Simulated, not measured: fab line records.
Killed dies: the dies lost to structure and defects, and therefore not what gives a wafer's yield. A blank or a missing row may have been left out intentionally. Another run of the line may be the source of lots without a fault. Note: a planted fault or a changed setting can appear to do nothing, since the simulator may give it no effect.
Matching of chambers -- flow n5_finfet -- N5_SDB_CMP_30 on cmp-04 has 4 sister chambers
The step polishes, stops on poly-Si, t overpolish 1.54 s, target thk 30 nm. 4 wafers are shown with their chamber, then 8 later ones without.

WAFERS, EACH WITH ITS CHAMBER
wafer,chamber,motor_current_A (A)
L077.5,3,12.4
L078.3,2,11.2
L078.5,0,11.7
L081.1,1,11.2

WAFERS MISSING THEIR CHAMBER
wafer,motor_current_A (A)
L081.3,12.4
L081.6,10.9
L088.2,13.2
L088.3,11.3
L088.5,12.1
L097.1,12.1
L097.3,11.7
L097.5,13.5

THE CHAMBER EACH PASSED THROUGH
wafer,from the rows above,in truth
L081.3,can't be placed: 3 or 0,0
L081.6,can't be placed: 1 or 2 or 0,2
L088.2,can't be placed: 3 or 0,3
L088.3,can't be placed: 1 or 2 or 0 or 3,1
L088.5,can't be placed: 3 or 0 or 1 or 2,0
L097.1,can't be placed: 3 or 0 or 1 or 2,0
L097.3,can't be placed: 0 or 1 or 2 or 3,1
L097.5,can't be placed: 3 or 0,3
Placed correctly: 0 of 8. Cannot be placed on the basis of these rows: 8; the candidates contain the true chamber in 8. Number placed wrongly: 0.
How it was worked out, from the rows above alone: a wafer's distance from a chamber is the root of the sum, over the readings, of the square of ((its reading less the chamber's mean) divided by the reading's scatter). If the next closest chamber is less than 2 further off than the closest, the wafer can't be placed; otherwise it belongs to the closest. The mean given for a chamber averages the wafers shown for that chamber. The scatter: root of mean squared gap, hidden wafer to nearest shown wafer, with one shown wafer a chamber.
